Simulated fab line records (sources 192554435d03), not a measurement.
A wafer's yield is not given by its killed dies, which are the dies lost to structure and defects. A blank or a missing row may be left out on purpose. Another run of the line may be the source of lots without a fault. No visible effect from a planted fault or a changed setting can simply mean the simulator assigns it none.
Which tool was responsible? / flow n5-finfet / 24 lots, 72 wafers sampled, at 2 steps of a route of 1938

## WHAT EACH GAUGE READ, for each wafer
N5_DUMMY_GATE_CD_MEAS_15: the cd target is 25.8 nm.
lot=L074; measured=day 3 03:42; on=cd-sem-03; cd-nm (nm)=25.14 25.13 24.90
lot=L075; measured=day 3 06:08; on=cd-sem-02; cd-nm (nm)=25.02 25.08 24.57
lot=L076; measured=day 3 11:38; on=cd-sem-02; cd-nm (nm)=24.60 24.85 24.93
lot=L077; measured=day 3 16:45; on=cd-sem-02; cd-nm (nm)=25.08 25.25 24.94
lot=L078; measured=day 3 23:19; on=cd-sem-02; cd-nm (nm)=25.51 24.95 25.24
lot=L079; measured=day 4 05:19; on=cd-sem-02; cd-nm (nm)=25.39 24.74 24.86
lot=L080; measured=day 4 09:49; on=cd-sem-02; cd-nm (nm)=24.89 24.67 24.83
lot=L081; measured=day 4 16:05; on=cd-sem-02; cd-nm (nm)=25.13 25.12 24.81
lot=L082; measured=day 4 20:38; on=cd-sem-01; cd-nm (nm)=24.58 25.57 24.95
lot=L083; measured=day 5 12:58; on=cd-sem-03; cd-nm (nm)=25.02 25.03 24.88
lot=L084; measured=day 5 15:46; on=cd-sem-02; cd-nm (nm)=25.16 25.22 25.43
lot=L087; measured=day 6 10:02; on=cd-sem-02; cd-nm (nm)=25.15 25.13 25.17
lot=L085; measured=day 6 10:55; on=cd-sem-01; cd-nm (nm)=25.11 25.08 24.64
lot=L086; measured=day 6 16:46; on=cd-sem-01; cd-nm (nm)=24.88 24.75 25.17
lot=L088; measured=day 6 22:57; on=cd-sem-01; cd-nm (nm)=25.21 25.06 25.04
lot=L089; measured=day 7 02:51; on=cd-sem-03; cd-nm (nm)=24.87 24.89 24.94
lot=L091; measured=day 7 06:47; on=cd-sem-03; cd-nm (nm)=24.73 24.89 24.89
lot=L090; measured=day 7 06:57; on=cd-sem-01; cd-nm (nm)=25.04 24.79 25.07
lot=L092; measured=day 7 14:50; on=cd-sem-01; cd-nm (nm)=24.67 24.81 24.86
lot=L093; measured=day 7 16:20; on=cd-sem-01; cd-nm (nm)=25.19 25.00 24.98
lot=L094; measured=day 7 22:39; on=cd-sem-02; cd-nm (nm)=25.31 25.25 25.02
lot=L095; measured=day 8 03:43; on=cd-sem-01; cd-nm (nm)=24.83 24.64 24.90
lot=L096; measured=day 8 09:00; on=cd-sem-03; cd-nm (nm)=24.98 24.59 24.74
lot=L097; measured=day 8 17:55; on=cd-sem-01; cd-nm (nm)=24.79 24.34 24.59

N5_DUMMY_GATE_OVL_MEAS_16.
lot=L074; measured=day 3 03:44; on=overlay-01; GATE_OVL (nm)=0.4 -0.1 0.6
lot=L075; measured=day 3 06:11; on=overlay-02; GATE_OVL (nm)=0.2 -0.7 -0.4
lot=L076; measured=day 3 11:41; on=overlay-01; GATE_OVL (nm)=0.9 0.7 0.8
lot=L077; measured=day 3 16:48; on=overlay-01; GATE_OVL (nm)=-0.1 -0.1 -1.1
lot=L078; measured=day 3 23:22; on=overlay-02; GATE_OVL (nm)=0.5 0.0 -0.2
lot=L079; measured=day 4 05:21; on=overlay-02; GATE_OVL (nm)=-0.9 -0.1 -0.1
lot=L080; measured=day 4 09:51; on=overlay-01; GATE_OVL (nm)=0.7 1.2 0.8
lot=L081; measured=day 4 16:08; on=overlay-01; GATE_OVL (nm)=-0.9 -1.0 -0.8
lot=L082; measured=day 4 20:40; on=overlay-02; GATE_OVL (nm)=0.4 1.8 0.6
lot=L083; measured=day 5 13:00; on=overlay-01; GATE_OVL (nm)=0.1 -0.1 -0.5
lot=L084; measured=day 5 15:49; on=overlay-02; GATE_OVL (nm)=0.6 0.9 1.1
lot=L087; measured=day 6 10:05; on=overlay-01; GATE_OVL (nm)=0.0 0.7 0.3
lot=L085; measured=day 6 10:57; on=overlay-02; GATE_OVL (nm)=-0.1 0.6 0.0
lot=L086; measured=day 6 16:49; on=overlay-02; GATE_OVL (nm)=0.6 -0.2 0.2
lot=L088; measured=day 6 22:59; on=overlay-01; GATE_OVL (nm)=-0.5 -0.2 0.3
lot=L089; measured=day 7 02:53; on=overlay-01; GATE_OVL (nm)=1.3 0.1 0.6
lot=L091; measured=day 7 06:49; on=overlay-02; GATE_OVL (nm)=0.9 -0.2 -0.1
lot=L090; measured=day 7 06:59; on=overlay-02; GATE_OVL (nm)=0.4 0.6 -0.2
lot=L092; measured=day 7 14:53; on=overlay-02; GATE_OVL (nm)=-0.9 -1.2 -1.2
lot=L093; measured=day 7 16:23; on=overlay-01; GATE_OVL (nm)=-0.2 -0.5 0.1
lot=L094; measured=day 7 22:41; on=overlay-02; GATE_OVL (nm)=0.1 -1.1 0.3
lot=L095; measured=day 8 03:46; on=overlay-02; GATE_OVL (nm)=0.5 0.1 0.3
lot=L096; measured=day 8 09:02; on=overlay-01; GATE_OVL (nm)=0.9 -0.2 0.8
lot=L097; measured=day 8 17:58; on=overlay-02; GATE_OVL (nm)=0.9 0.0 -0.1

## TOOL THAT RAN EACH LOT (tool first, then ch and the chambers of the sampled wafers, then the start)
The record shows no process step preceding these readings.

## WHAT THE TOOLS THEMSELVES READ (means of the sampled wafers that have a number; where no wafer has one, the mark that the record gives instead)
The record holds no such reading with a usual standard deviation.

## THE ANSWER, worked out from the rows above alone
Rule: what is usual is taken from the lots themselves. Put in order of their means at a reading, lots are off if they are a third of the lots or fewer, leave a main group of 4 or more, and stand apart from it by a gap of 3 or more times the standard deviation of the main group's means; of several such gaps the widest counts. Not used: any main group whose means are identical at the precision the tables above print for the reading. Also off: a lot with no number at a reading for which 4 or more lots have one. Any other lot the step has rows for is counted as sound. The gauges are gone through in route order, then the tools' own readings, and for those a lot's mean is taken as printed above. At the first step where some lot is off, the reading lying furthest off is the one used; lots without a number count as furthest.
Nothing can be told from this: no lot is off at any reading shown.

## WHAT THE SIMULATOR HAD PUT IN
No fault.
